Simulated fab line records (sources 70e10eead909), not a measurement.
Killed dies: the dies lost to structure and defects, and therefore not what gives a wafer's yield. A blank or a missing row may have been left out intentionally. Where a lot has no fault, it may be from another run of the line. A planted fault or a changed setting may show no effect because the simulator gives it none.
fab line records	flow nand_harc
[record] lots = 12	wafers = 36	last_day = 33
route steps=1302 shown A_CONTACT@1090 A_BLC@1115 END@1302
lots that met no fault: from a run of the same line without faults
start_h: the number of hours between the record's first day and the start of the first shown wafer of the lot	wait_h: hours elapsed since this lot's preceding step	" the same as in the row above	L1.1+2: a row that stands for several wafers	- no value present, or no start provided	* or withheld: withheld	< > ~ a bound
route shown NAME@n: names a module that has steps shown in the file, with the first one's number in the route	usual: mean and standard deviation over wafers with no fault	same: alike in all rows	chamber/n: place in a boat	sites: the reading at each site	_std_site: the standard deviation of these	_edge_site: mean of outer sites minus mean of inner sites	radius_mm: for every site, how far away it sits from the centre of the wafer	mask NAME#n: copy n	behind: the most recent tool/chamber to have shaped the wafer	hold: cause of the lot's hold/its duration in hours/its outcome	device: the transistor (n, p or np) that didn't switch	end of line: the tests these same wafers got at the end of their route	step lacking rows: just its recipe	killed: not the wafer's yield, but the dies lost to structure and defects at the first sort	map: a wafer's dies, x killed, . not, _ none there
set.NAME: the run value of the setting; set.NAME@STEP: its run value at that earlier step	model.NAME: the simulator's own value behind a step, which no gauge read
steps of the route over a sample of lots; a table a step, a row a wafer
services: the hour from which a tool's chamber was out of use, counted from the record's first day as start_h (under 0 if before that day), plus the number of hours and why
[[steps]]
[step NHARC_A_CONTACT_ETCH_138]
[recipe] source_w = withheld	pressure_mtorr = 20	bias_v = 1200	time_s = 311	target_depth_a = 19140	ar_flow_sccm = withheld	c4f8_flow_sccm = withheld	o2_flow_sccm = withheld	chemistry = C4F8/O2/Ar
lot.wafer	tool	chamber	start_h	wait_h	rf_hours_counter_h
L843.1	har_cap_etch-02	1	527.53	0.2	90
L843.4	"	1	"	"	-
L843.6	"	1	"	"	-
L846.2	har_cap_etch-03	0	538.74	0.2	47
L846.1	"	1	"	"	47
L846.6	"	1	"	"	-
L844.2	har_cap_etch-01	1	540.82	0.3	6
L844.4	"	0	"	"	-
L844.3	"	1	"	"	-
L847.2	har_cap_etch-01	0	580.91	0.2	12
L847.5	"	0	"	"	-
L847.6	"	1	"	"	-
L848.2	har_cap_etch-01	0	586.70	0.2	13
L848.1	"	1	"	"	13
L848.4	"	1	"	"	-
L849.1	har_cap_etch-03	1	588.55	0.2	54
L849.3	"	0	"	"	-
L849.5	"	0	"	"	-
L850.2	har_cap_etch-01	0	603.45	0.2	17
L850.4	"	1	"	"	-
L850.5	"	0	"	"	-
L851.1	har_cap_etch-02	1	610.09	0.2	103
L851.2	"	0	"	"	103
L851.4	"	1	"	"	-
L854.1	har_cap_etch-01	1	643.91	0.2	27
L854.2	"	0	"	"	27
L854.5	"	0	"	"	-
L856.3	har_cap_etch-01	1	658.40	0.2	-
L856.5	"	0	"	"	-
L856.6	"	1	"	"	-
L864.1	har_cap_etch-01	0	734.59	0.2	43
L864.4	"	1	"	"	-
L864.6	"	1	"	"	-
L865.4	har_cap_etch-03	1	735.31	0.2	-
L865.3	"	0	"	"	-
L865.6	"	1	"	"	-
[step NHARC_A_CONTACT_ETCH_92]
[recipe] target_depth_a = 400	over_etch_frac = 0.5	time_s = 85.7	ion_energy_ev = 120	ch3f_flow_sccm = 50	o2_flow_sccm = 30	ar_flow_sccm = 200	rf_w = 500	bias_w = 100	chemistry = CH3F/O2
[usual] ch3f_flow_sccm = 50.00/0.14	drypump_motor_current_A = 5.8/0.55	oes_product_au = 0.940/0.026	rf_fwd_power_W = 496.2/1.8	rf_vpp_V = 244.0/1.6	showerhead_plenum_p_Torr = 2.42/0.097	throttle_valve_pct = 20.664/0.0095
lot.wafer	tool	chamber	start_h	wait_h	ch3f_flow_sccm	drypump_motor_current_A	oes_product_au	rf_fwd_power_W	rf_hours_counter_h	rf_vpp_V	showerhead_plenum_p_Torr	throttle_valve_pct
L843.4	rie_diel-03	2	528.36	0.4	50.21	5.4	1.008	496.0	17	246.6	2.55	20.673
L843.1	"	1	"	"	49.90	5.7	1.002	495.7	15	242.6	2.34	20.680
L843.6	"	3	"	"	50.17	5.9	1.003	497.3	-	245.2	2.54	20.670
L846.1	rie_diel-03	3	539.56	0.5	49.99	5.9	0.931	497.9	21	244.9	2.54	20.649
L846.2	"	0	"	"	50.09	6.0	0.928	498.6	20	240.6	2.31	20.664
L846.6	"	0	"	"	50.07	5.9	0.928	498.8	-	242.8	2.30	20.656
L844.2	rie_diel-11	3	541.77	0.5	50.00	5.1	0.927	498.9	23	246.9	2.55	20.674
L844.3	"	1	"	"	50.21	5.3	0.916	497.3	18	245.5	2.43	20.662
L844.4	"	2	"	"	50.09	6.6	0.924	494.9	19	241.8	2.29	20.658
L847.2	rie_diel-11	3	581.77	0.5	50.07	5.1	0.936	496.3	29	245.4	2.55	20.662
L847.6	"	1	"	"	50.30	5.3	0.922	497.9	-	244.6	2.43	20.668
L847.5	"	2	"	"	50.03	6.7	0.937	498.2	-	242.5	2.29	20.664
L848.1	rie_diel-11	3	587.53	0.5	50.07	5.2	0.920	499.0	30	244.6	2.55	20.654
L848.2	"	0	"	"	50.18	6.0	0.930	494.8	23	243.6	2.41	20.660
L848.4	"	1	"	"	49.71	5.3	0.922	495.7	24	244.6	2.43	20.660
L849.3	rie_diel-03	2	589.37	0.5	49.96	5.4	0.928	495.2	33	244.8	2.54	20.673
L849.1	"	3	"	"	49.96	5.9	0.925	495.1	34	245.5	2.54	20.667
L849.5	"	0	"	"	49.83	6.0	0.939	501.2	-	243.5	2.30	20.658
L850.4	rie_diel-11	1	604.28	0.4	50.07	5.3	0.909	499.3	26	243.0	2.42	20.667
L850.2	"	0	"	"	50.21	6.0	0.922	495.7	25	243.2	2.41	20.664
L850.5	"	2	"	"	49.99	6.7	0.931	496.8	-	241.8	2.29	20.670
L851.1	rie_diel-10	0	610.92	0.5	49.94	5.4	0.997	497.2	2	244.5	2.45	20.665
L851.4	"	2	"	"	50.09	6.1	0.998	496.7	1	245.6	2.59	20.665
L851.2	"	3	"	"	50.11	4.7	1.013	498.0	2	243.1	2.42	20.653
L854.2	rie_diel-11	3	644.76	0.5	49.88	5.2	0.930	496.3	6	246.1	2.54	20.646
L854.1	"	0	"	"	49.83	6.0	0.928	496.2	10	245.0	2.41	20.664
L854.5	"	2	"	"	49.92	6.7	0.934	497.7	-	240.8	2.29	20.644
L856.3	rie_diel-10	0	659.11	0.4	50.10	5.4	0.930	497.0	20	245.4	2.44	20.661
L856.5	"	3	"	"	49.80	4.7	0.924	495.8	-	243.9	2.41	20.680
L856.6	"	0	"	"	50.10	5.4	0.912	498.4	-	245.1	2.44	20.667
L864.1	rie_diel-10	1	735.38	0.5	49.88	6.5	0.919	495.0	46	245.2	2.42	20.678
L864.4	"	3	"	"	49.87	4.7	0.926	500.1	49	244.9	2.40	20.665
L864.6	"	0	"	"	50.10	5.4	0.916	497.6	-	244.7	2.43	20.664
L865.4	rie_diel-11	0	736.08	0.4	49.93	6.0	0.930	493.2	27	243.1	2.40	20.663
L865.3	"	1	"	"	49.88	5.3	0.930	494.5	19	244.2	2.42	20.671
L865.6	"	3	"	"	50.25	5.2	0.935	495.9	-	243.7	2.54	20.656
[step NHARC_A_CONTACT_ALD_18]
[recipe] target_thk_a = 30	pulse_time_s = 1	ald_cycles = 150	temp_c = 450	material = TiN
[usual] heater_power_w = 1138/99	precursor_pulse_height_rel = 1.001/0.019
[same] ald_cycles = 150	pulse_time_s = 1
lot.wafer	tool	chamber	start_h	wait_h	heater_power_w	precursor_pulse_height_rel
L843.1	ald_metal-03	1	529.52	-	1258	0.982
L843.4	"	2	"	"	1321	1.000
L843.6	"	1	"	"	1265	1.000
L846.2	ald_metal-01	1	540.75	-	990	0.992
L846.1	"	3	"	"	1088	0.995
L846.6	"	1	"	"	973	0.998
L844.4	ald_metal-03	0	542.95	-	1158	1.023
L844.3	"	1	"	"	1306	1.001
L844.2	"	2	"	"	1287	1.023
L847.2	ald_metal-04	3	582.89	-	1025	1.007
L847.5	"	3	"	"	1034	1.017
L847.6	"	0	"	"	1144	1.014
L848.1	ald_metal-03	1	588.70	-	1226	0.997
L848.2	"	2	"	"	1311	1.022
L848.4	"	3	"	"	1085	0.983
L849.3	ald_metal-04	1	590.53	-	1193	0.973
L849.1	"	2	"	"	1066	1.011
L849.5	"	0	"	"	1171	1.004
L850.4	ald_metal-03	3	605.59	-	1119	1.020
L850.2	"	2	"	"	1338	1.015
L850.5	"	3	"	"	1126	0.976
L851.4	ald_metal-04	1	612.11	-	1179	1.019
L851.2	"	2	"	"	1052	1.023
L851.1	"	3	"	"	1029	0.997
L854.1	ald_metal-03	0	645.90	-	1103	1.014
L854.2	"	2	"	"	1344	1.004
L854.5	"	1	"	"	1242	1.015
L856.3	ald_metal-03	2	660.30	-	1384	0.991
L856.6	"	0	"	"	1126	1.010
L856.5	"	1	"	"	1230	1.013
L864.1	ald_metal-04	0	736.56	-	1113	1.028
L864.4	"	1	"	"	1131	0.974
L864.6	"	3	"	"	1113	0.956
L865.3	ald_metal-03	2	737.30	-	1349	0.988
L865.6	"	3	"	"	1098	0.997
L865.4	"	1	"	"	1242	1.018
[step NHARC_A_BLC_PEB_08]
[recipe] peb_temp_c = 100	peb_time_s = 65
[usual] heater_power_total_W = 156.5/0.42	plate_temp_C = 100.03/0.14
[same] peb_time_s = 65
lot.wafer	tool	chamber	start_h	wait_h	heater_power_total_W	plate_temp_C
L843.1	litho_track-04	0	531.49	0.1	157.1	99.84
L843.4	"	0	"	"	156.0	99.92
L843.6	"	0	"	"	157.1	99.95
L846.1	litho_track-01	0	542.54	0.1	156.1	99.94
L846.2	"	0	"	"	156.9	99.87
L846.6	"	0	"	"	157.1	99.97
L844.2	litho_track-06	0	544.85	0.1	156.2	100.00
L844.3	"	0	"	"	157.2	99.92
L844.4	"	0	"	"	156.3	99.84
L847.2	litho_track-04	0	584.81	0.1	156.3	100.06
L847.5	"	0	"	"	156.1	99.94
L847.6	"	0	"	"	156.0	99.92
L848.1	litho_track-01	0	590.60	0.1	156.1	100.04
L848.2	"	0	"	"	156.8	100.07
L848.4	"	0	"	"	156.0	99.94
L849.1	litho_track-06	0	592.42	0.1	156.2	99.97
L849.3	"	0	"	"	156.6	99.98
L849.5	"	0	"	"	156.7	100.06
L850.2	litho_track-06	0	607.52	0.1	157.1	99.93
L850.4	"	0	"	"	156.7	99.86
L850.5	"	0	"	"	155.9	100.05
L851.1	litho_track-06	0	614.04	0.1	156.1	100.08
L851.2	"	0	"	"	156.1	99.95
L851.4	"	0	"	"	156.6	100.08
L854.1	litho_track-01	0	647.69	0.1	138.7	91.70
L854.2	"	0	"	"	138.9	91.63
L854.5	"	0	"	"	138.3	91.58
L856.3	litho_track-01	0	662.19	0.0	138.2	91.63
L856.5	"	0	"	"	138.2	91.53
L856.6	"	0	"	"	138.3	91.64
L864.1	litho_track-01	0	738.34	0.1	157.0	100.31
L864.4	"	0	"	"	157.1	100.27
L864.6	"	0	"	"	155.9	100.15
L865.3	litho_track-04	0	739.34	0.0	156.5	100.10
L865.4	"	0	"	"	156.8	100.31
L865.6	"	0	"	"	156.6	100.25
[step NHARC_A_BLC_CD_MEAS_10]
[recipe] target_cd_nm = 100	landing_energy_ev = 500
[usual] cd_nm = 99.9/0.65
lot.wafer	tool	chamber	start_h	wait_h	hold	cd_nm
L843.1	cd_sem-03	0	531.57	-	-	101.4
L843.4	"	0	"	"	-	101.4
L843.6	"	0	"	"	-	101.5
L846.1	cd_sem-02	0	542.62	-	-	100.2
L846.2	"	0	"	"	-	100.2
L846.6	"	0	"	"	-	99.6
L844.2	cd_sem-01	0	544.93	-	-	98.7
L844.3	"	0	"	"	-	99.0
L844.4	"	0	"	"	-	99.0
L847.2	cd_sem-03	0	584.89	-	-	100.5
L847.5	"	0	"	"	-	99.7
L847.6	"	0	"	"	-	100.4
L848.1	cd_sem-03	0	590.67	-	-	99.8
L848.2	"	0	"	"	-	99.3
L848.4	"	0	"	"	-	98.4
L849.1	cd_sem-03	0	592.50	-	-	100.1
L849.3	"	0	"	"	-	99.7
L849.5	"	0	"	"	-	99.3
L850.2	cd_sem-03	0	607.60	-	-	99.0
L850.4	"	0	"	"	-	99.5
L850.5	"	0	"	"	-	99.9
L851.1	cd_sem-03	0	614.12	-	-	100.3
L851.2	"	0	"	"	-	98.9
L851.4	"	0	"	"	-	99.7
L854.1	cd_sem-01	0	647.77	-	await_dispo/0.2h/release	61.7
L854.2	"	0	"	"	await_dispo/0.2h/release	62.9
L854.5	"	0	"	"	await_dispo/0.2h/release	62.6
L854.1	cd_sem-01	0	-	-	-	61.6
L854.2	"	0	"	"	-	62.8
L854.5	"	0	"	"	-	63.1
L856.3	cd_sem-03	0	662.27	-	await_dispo/0.2h/release	62.7
L856.5	"	0	"	"	await_dispo/0.2h/release	63.8
L856.6	"	0	"	"	await_dispo/0.2h/release	63.1
L856.3	cd_sem-03	0	-	-	-	62.5
L856.5	"	0	"	"	-	63.5
L856.6	"	0	"	"	-	63.1
L864.1	cd_sem-02	0	738.42	-	-	99.4
L864.4	"	0	"	"	-	99.2
L864.6	"	0	"	"	-	100.3
L865.3	cd_sem-03	0	739.42	-	-	100.5
L865.4	"	0	"	"	-	100.4
L865.6	"	0	"	"	-	100.8
[step NHARC_END_SORT_01]
[recipe] temp_c = 25
[usual] defect_limited_yield = 90.9/2.8	killed_at_array = 57/20	killed_at_other = 1.3/1.4	killed_at_periphery = 3.4/2.4	killed_dies = 61/19	killed_open = 2.9/1.8	killed_short = 2.5/1.6
[same] gross_dies = 677
lot.wafer	tool	chamber	start_h	wait_h	defect_limited_yield[%]	killed_at_array	killed_at_other	killed_at_periphery	killed_dies	killed_open	killed_short
L844.2	prober-01	0	589.79	2.8	96.0	22	2	3	27	0	2
L844.3	prober-01	0	590.57	3.1	94.7	25	4	7	36	3	3
L844.4	prober-01	0	591.36	3.4	94.2	34	1	4	39	3	7
L849.1	prober-02	0	635.76	2.5	92.8	45	0	4	49	1	3
L849.3	prober-02	0	637.37	3.1	89.1	70	0	4	74	2	1
L849.5	prober-02	0	638.99	3.7	89.1	72	0	2	74	5	2
L850.2	prober-02	0	652.95	2.8	85.7	94	1	2	97	3	3
L850.4	prober-02	0	654.56	3.4	84.2	99	2	6	107	1	4
L850.5	prober-02	0	655.37	3.7	86.4	86	3	3	92	7	5
L851.1	prober-01	0	662.15	2.5	91.4	52	1	5	58	2	5
L851.2	prober-01	0	662.96	2.8	92.6	48	1	1	50	1	4
L851.4	prober-01	0	664.57	3.4	92.8	45	2	2	49	2	3
// killed by level:class
L844.2 A_CHANNEL_HOLE_D1:chamber_film_flake=5 A_CHANNEL_HOLE_D2:chamber_film_flake=5 A_STAIRCASE:chamber_film_flake=4 A_M0:geometric_particle:short=2 P_M1:chamber_film_flake=2 A_SLIT:chamber_film_flake=2 A_CONTACT:chamber_film_flake=2 THIN_TSV:chamber_film_flake=2
L844.3 A_CHANNEL_HOLE_D2:chamber_film_flake=8 A_CHANNEL_HOLE_D1:chamber_film_flake=6 P_STI:chamber_film_flake=3 P_M1:chamber_film_flake=3 THIN_TSV:chamber_film_flake=3 A_M1:chamber_film_flake=2 A_CHANNEL_FILL_D1:geometric_particle:short=1 A_DECK1_JOINT:geometric_particle:open=1
L844.4 A_CHANNEL_HOLE_D1:chamber_film_flake=8 A_CHANNEL_HOLE_D2:chamber_film_flake=5 A_M0:geometric_particle:short=4 A_SLIT:chamber_film_flake=3 A_CONTACT:chamber_film_flake=3 P_STI:chamber_film_flake=2 P_GATE:chamber_film_flake=2 A_DECK1_JOINT:chamber_film_flake=2
L849.1 A_CHANNEL_HOLE_D2:chamber_film_flake=17 A_CHANNEL_HOLE_D1:chamber_film_flake=15 P_CONTACT:chamber_film_flake=3 A_M0:chamber_film_flake=3 A_SLIT:chamber_film_flake=2 A_WL_FILL:chamber_film_flake=2 A_DECK1_JOINT:geometric_particle:open=1 A_ONON_D2:geometric_particle:short=1
L849.3 A_CHANNEL_HOLE_D2:chamber_film_flake=34 A_CHANNEL_HOLE_D1:chamber_film_flake=27 P_CONTACT:chamber_film_flake=3 A_CONTACT:chamber_film_flake=2 A_M0:chamber_film_flake=2 P_STI:geometric_particle:short=1 A_ONON_D1:geometric_particle:open=1 A_ONON_D2:geometric_particle:open=1
L849.5 A_CHANNEL_HOLE_D2:chamber_film_flake=33 A_CHANNEL_HOLE_D1:chamber_film_flake=29 A_CONTACT:chamber_film_flake=3 P_M2:geometric_particle:open=1 A_ONON_D1:geometric_particle:open=1 A_ONON_D2:geometric_particle:short=1 A_SLIT:geometric_particle:open=1 A_WL_FILL:geometric_particle:short=1
L850.2 A_CHANNEL_HOLE_D1:chamber_film_flake=30 A_CHANNEL_HOLE_D2:chamber_film_flake=27 A_SLIT:chamber_film_flake=27 A_CONTACT:chamber_film_flake=4 P_M0:geometric_particle:open=1 A_ONON_D1:geometric_particle:open=1 A_CHANNEL_FILL_D1:geometric_particle:short=1 A_DECK1_JOINT:geometric_particle:short=1
L850.4 A_CHANNEL_HOLE_D1:chamber_film_flake=33 A_CHANNEL_HOLE_D2:chamber_film_flake=30 A_SLIT:chamber_film_flake=26 P_M1:chamber_film_flake=4 A_CONTACT:chamber_film_flake=4 A_STAIRCASE:chamber_film_flake=2 THIN_TSV:chamber_film_flake=2 P_GATE:geometric_particle:short=1
L850.5 A_CHANNEL_HOLE_D2:chamber_film_flake=27 A_SLIT:chamber_film_flake=25 A_CHANNEL_HOLE_D1:chamber_film_flake=14 A_CONTACT:chamber_film_flake=7 A_STAIRCASE:chamber_film_flake=3 A_CHANNEL_FILL_D1:geometric_particle:open=2 A_CHANNEL_FILL_D1:geometric_particle:short=2 THIN_TSV:chamber_film_flake=2
L851.1 A_SLIT:chamber_film_flake=26 A_CHANNEL_HOLE_D2:chamber_film_flake=9 A_CHANNEL_HOLE_D1:chamber_film_flake=7 P_ZERO_WELL:chamber_film_flake=3 A_ONON_D2:geometric_particle:short=2 P_STI:chamber_film_flake=2 A_ONON_D1:geometric_particle:short=1 A_CHANNEL_HOLE_D1:geometric_particle:short=1
L851.2 A_SLIT:chamber_film_flake=22 A_CHANNEL_HOLE_D2:chamber_film_flake=7 A_CHANNEL_HOLE_D1:chamber_film_flake=5 A_CONTACT:chamber_film_flake=4 A_CHANNEL_FILL_D2:geometric_particle:short=2 A_WL_FILL:chamber_film_flake=2 A_ONON_D1:geometric_particle:open=1 A_DECK1_JOINT:geometric_particle:short=1
L851.4 A_SLIT:chamber_film_flake=24 A_CHANNEL_HOLE_D2:chamber_film_flake=9 A_CHANNEL_HOLE_D1:chamber_film_flake=4 A_STAIRCASE:chamber_film_flake=2 A_CHANNEL_HOLE_D1:geometric_particle:open=1 A_CHANNEL_FILL_D1:geometric_particle:short=1 A_CHANNEL_FILL_D2:geometric_particle:open=1 A_WL_FILL:geometric_particle:short=1
[[services]]
tool	chamber	start_h	hours	kind
litho_track-01	-	505.00	7.0	pm
rie_diel-10	1	506.13	3.3	repair
litho_track-06	-	529.00	7.0	pm
rie_diel-11	1	543.25	4.5	repair
rie_diel-10	3	552.44	4.8	repair
litho_track-04	-	553.00	7.0	pm
rie_diel-10	1	565.58	7.9	repair
ald_metal-03	-	568.00	10.0	pm
rie_diel-10	-	596.61	9.0	pm
ald_metal-04	-	604.32	1.0	repair
ald_metal-04	1	606.40	1.7	repair
rie_diel-11	-	610.24	9.0	pm
rie_diel-03	-	628.03	1.5	repair
rie_diel-11	3	635.16	5.8	repair
rie_diel-03	-	636.60	9.0	pm
ald_metal-04	-	652.00	10.0	pm
ald_metal-03	1	654.08	5.3	repair
ald_metal-04	2	676.81	3.5	repair
litho_track-01	-	680.00	7.0	pm
litho_track-06	-	704.00	7.0	pm
ald_metal-03	-	715.93	1.8	repair
ald_metal-03	0	724.58	23.8	repair
litho_track-04	-	728.00	7.0	pm
ald_metal-03	-	734.48	0.5	repair
[[key]]
[first_sign] step = NHARC_A_BLC_PEB_08	reading = plate_temp_C	direction = down	sigmas = 62	usual = *	struck = *
[effect] step = NHARC_A_BLC_PEB_08	reading = heater_power_total_W	direction = down	sigmas = 43	usual = *	struck = *
[effect] step = NHARC_A_BLC_CD_MEAS_10	reading = visit	direction = added
[effect] step = NHARC_A_BLC_CD_MEAS_10	reading = cd_nm	direction = down	sigmas = 57	usual = 99.9	struck = 62.8
met_at NHARC_A_BLC_PEB_08
struck_lots L854,L856
scrapped_behind NHARC_A_BLC_CD_MEAS_10 L854.1,L854.2,L854.5,L856.3,L856.5,L856.6
not_acting_at NHARC_A_CONTACT_ETCH_138,NHARC_A_CONTACT_ETCH_92,NHARC_A_CONTACT_ALD_18
onset_between 590.60 647.69
[fault] kind = process_parameter_drift	tool = litho_track-01	chamber = -	onset_h = 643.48	steps = NHARC_A_BLC_PEB_08	channel = peb_temp_c	offset = *	shape = step	end_h = 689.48	acts_in = *	stated = *
